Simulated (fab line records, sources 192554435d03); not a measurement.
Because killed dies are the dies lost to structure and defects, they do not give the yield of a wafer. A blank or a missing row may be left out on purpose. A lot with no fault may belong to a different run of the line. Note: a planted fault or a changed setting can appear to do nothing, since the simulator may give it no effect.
A struck lot beside a sound one || flow n5 finfet || 25 steps out of a route of 1938
Sound: the wafers L392.3, L392.5, L392.6. Wafers struck: L382.1, L382.4, L382.5. Last of all comes the cause.
Order at every step that has rows: each side's tool, ch and its chambers, its first start. Under that, the readings that differ: sound wafers || struck wafers || difference of the means || sigmas: that difference in standard deviations of wafers without a fault.
alike: readings with means less than 2 such deviations apart, plus words and numbers identical on both sides. not compared: withheld readings, readings lacking a value on some wafer, bounds such as >300 that could conceal the same value, and numbers that have no deviation in the record and whose values overlap.
Wherever a step has rows on one side only, a row that says differs or no value, or a row with sigmas, the two part there. Numbers that don't overlap but have no deviation are shown without sigmas and don't part them. A reading that every wafer of one side lacks parts them only if that side has two wafers or more.

first, 9 steps without rows for these wafers: N5_SD_EPI_N_PEB_07 (peb time 60 s); N5_SD_EPI_N_DEVELOP_08 (develop time 30 s); N5_SD_EPI_N_DESCUM_14 (chemistry O2, time 7.9 s); N5_SD_EPI_N_ETCH_34 (etches SiARC in CF4, target depth 45.5 nm, time 75.8 s); N5_SD_EPI_N_ETCH_35 (etches SOC in N2/H2, overetch 108 nm, time 486 s); N5_SD_EPI_N_STRIP_36 (strips in N2/H2); N5_SD_EPI_N_ETCHBACK_44 (etches SiNx in CH3F/O2, stops on SiO2, target depth 14.5 nm); N5_SD_EPI_N_ETCH_45 (etches SiOCN in CH3F/O2, target depth 6 nm); N5_SD_EPI_N_ETCH_16 (etches SiO2 in CHF3/O2, target depth 5 nm).
N5_SD_EPI_N_STRIP_47: strips in CHF3/O2.
  sound on rie diel-04 ch 0,1,3, day 8 18:38; struck on rie diel-04 ch 0,2, day 6 03:32
{"reading": "model.SiARC_of_SD_EPI_N_COAT_33.thk nm (nm)", "sound": "0 0 0", "struck": "11.8 12 12", "difference": "+11.9", "sigmas": ""}
N5_SD_EPI_N_SD_RECESS_17: chemistry HBr/Cl2/O2, target depth 41 nm, time 23.7 s, bt time 3 s.
  sound on rie si-05 ch 0,1,2, day 8 18:40; struck on rie si-06 ch 1,2,3, day 6 03:34
{"reading": "model.SiARC_of_SD_EPI_N_COAT_33.thk nm (nm)", "sound": "0 0 0", "struck": "6.4 6.6 6.6", "difference": "+6.5", "sigmas": ""}
  alike: drypump motor current A, oes product au, throttle valve pct
  not compared: rf hours counter h
then, 11 steps without rows for these wafers: N5_SD_EPI_N_STRIP_38 (strips in N2/H2); N5_SD_EPI_N_WET_ETCH_43 (etches SiO2 in dHF, time 14 s, target depth 1.5 nm); N5_SD_EPI_N_STRIP_18 (strips in SPM, time 750 s); N5_SD_EPI_N_SRD_20 (time 30 s); N5_SD_EPI_N_PRECLEAN_48 (cleans in NF3:NH3, afs cycles 2, time 20 s, sublimation time 60 s); N5_SD_EPI_N_VAPOR_ETCH_50 (etches Si in HCl, time 54 s); N5_SD_EPI_N_EPI_21 (deposits Si:P, time 690 s); N5_SD_EPI_N_PRECLEAN_24 (cleans in O3/DIW, time 60 s); N5_SD_EPI_N_SRD_25 (time 30 s); N5_SD_EPI_N_PRECLEAN_49 (cleans in NF3:NH3, afs cycles 1, time 20 s, sublimation time 60 s); N5_SD_EPI_N_LINER_46 (material SiNx, target thk 3 nm).
N5_SD_EPI_N_INSPECT_26: inspects for defects (darkfield).
  struck on defect inspect-02, day 6 06:50; sound on defect inspect-02, day 8 21:59
{"reading": "raw defect count", "sound": "195 231 223", "struck": "6110 5928 6009", "difference": "+5799", "sigmas": "+99 or more"}
N5_BEOL_M4_RC_MEAS_101:
  the record has rows for the sound wafers here (prober-02 ch 0, day 13 12:26) and none for the struck ones
-- here the record skips 10 days between the struck wafers' starts before and after, leaving off in module BEOL_M4 and picking up in module PASSIVATION (first step shown: number 1936 of the route) --
N5_PASSIVATION_PROBE_49:
  the record has rows for the struck wafers here (prober-01, day 15 21:04) and none for the sound ones

== WHERE THEY PART ==
First at N5_SD_EPI_N_INSPECT_26; last, within this record, at N5_PASSIVATION_PROBE_49.

WHY: what the simulator had put in
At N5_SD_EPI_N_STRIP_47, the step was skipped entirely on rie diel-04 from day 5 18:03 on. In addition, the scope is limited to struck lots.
